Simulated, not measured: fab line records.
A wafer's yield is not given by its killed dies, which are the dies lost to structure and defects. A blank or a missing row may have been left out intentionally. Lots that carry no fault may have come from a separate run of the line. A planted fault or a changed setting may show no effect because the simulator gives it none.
Comparing a struck lot with a sound one / flow n5 finfet / 35 steps out of a route of 1938
Sound: wafers L891.1, L891.2, L891.3. Struck: wafers L895.1, L895.6 (left out: L895.5, a lot-mate that was not struck); the cause follows at the end.
Per side, at each step with rows, come the tool, then ch with its chambers, and then its first start. Under that, the readings that differ: sound wafers / struck wafers / difference of the means / sigmas: that difference in standard deviations of wafers without a fault.
alike: readings with means less than 2 such deviations apart, plus words and numbers identical on both sides. not compared: withheld readings, readings lacking a value on some wafer, bounds such as >300 that could conceal the same value, and numbers that have no deviation in the record and whose values overlap.
A row with sigmas, a row that says differs or no value, or rows on one side alone: a step with any of these is where the two part. Numbers that don't overlap but have no deviation are shown without sigmas and don't part them. A reading missing from all wafers of one side parts the sides only when that side holds two or more wafers.

first, 11 steps without rows for these wafers: N5_BEOL_M15_TRENCH_ETCH_34 (etches SiO2 in C4F8/O2/Ar, target depth 872.93 nm, time 199 s); N5_BEOL_M15_STRIP_36 (strips in O2); N5_BEOL_M15_STRIP_62 (strips in O2); N5_BEOL_M15_STRIP_37 (strips in O2); N5_BEOL_M15_ETCH_38 (etches SiCN in CF4/N2, target depth 106.4 nm, time 120.5 s); N5_BEOL_M15_PRECLEAN_39 (cleans in residue remover, time 60 s); N5_BEOL_M15_SRD_40 (time 30 s, dry time 30 s); N5_BEOL_M15_DEGAS_41 (time 60 s); N5_BEOL_M15_PRE_CLEAN_42 (time 30 s); N5_BEOL_M15_SPUTTER_43 (material TaN, target thk 15 nm, time 24.19 s); N5_BEOL_M15_SPUTTER_44 (material Ta, target thk 15 nm, time 24.19 s).
N5_BEOL_M15_SPUTTER_45: material Cu, target thk 100 nm, time 16.67 s.
  sound on pvd sputter-01, day 15 07:52; struck on pvd sputter-03, day 16 04:52
  alike: bias v, substrate temp c, throttle valve pct
then, 22 steps without rows for these wafers: N5_BEOL_M15_ECD_47 (material Cu, target thk 1860 nm); N5_BEOL_M15_ANNEAL_48 (time 90 s); N5_BEOL_M15_CMP_49 (polishes, stops on SiO2, t overpolish 4.9 s, target thk 850 nm); N5_BEOL_M15_PRE_CLEAN_52 (time 15 s); N5_BEOL_M15_DEP_53 (deposits SiCN from 3MS/NH3, target thk 50 nm, time 17.8 s); N5_PASSIVATION_PECVD_00 (deposits SiO2 from SiH4/N2O, target thk 200 nm, time 11.2 s); N5_MIM_BOT_DEGAS_01 (time 60 s); N5_MIM_BOT_SPUTTER_00 (material TiN, target thk 35 nm, time 89.7 s); N5_MIM_TOP_ALD_00 (deposits Al2O3, purge time 3 s, co reactant pulse time 3 s); N5_MIM_TOP_ALD_01 (deposits HfO2, target thk 5.6 nm, pulse time 1 s, purge time 3 s); N5_MIM_TOP_ALD_02 (deposits Al2O3, purge time 3 s, co reactant pulse time 3 s); N5_MIM_TOP_DEGAS_04 (time 60 s); N5_MIM_TOP_SPUTTER_03 (material TiN, target thk 35 nm, time 89.7 s); N5_MIM_TOP_LITHO_HMDS_01 (time 60 s); N5_MIM_TOP_LITHO_COAT_02; N5_MIM_TOP_LITHO_EBR_04; N5_MIM_TOP_LITHO_SOFTBAKE_03 (time 90 s); N5_MIM_TOP_LITHO_EXPOSE_05 (exposes mask MIM TOP, target cd 2000 nm); N5_MIM_TOP_LITHO_PEB_06; N5_MIM_TOP_LITHO_DEVELOP_07 (develop time 60 s); N5_MIM_TOP_LITHO_HARDBAKE_09 (time 120 s); N5_MIM_TOP_LITHO_DESCUM_10 (chemistry O2, time 7.9 s).
N5_PASSIVATION_PROBE_49:
  sound on prober-01, day 16 00:35; struck on prober-01, day 17 01:39
reading=killed_at_M4_up; sound=16 14 12; struck=60 55; difference=+44; sigmas=+9
  alike: defect limited yield, killed_at_M0_to_M3, killed at contacts, killed at front end, killed at other, killed dies, killed open, killed short, sort_bin_5_function, sort_bin_6_memory, sort n pass, sort yield pct

WHERE THEY PART
Only at N5_PASSIVATION_PROBE_49, as far as this record shows.

WHY: the cause the simulator had injected
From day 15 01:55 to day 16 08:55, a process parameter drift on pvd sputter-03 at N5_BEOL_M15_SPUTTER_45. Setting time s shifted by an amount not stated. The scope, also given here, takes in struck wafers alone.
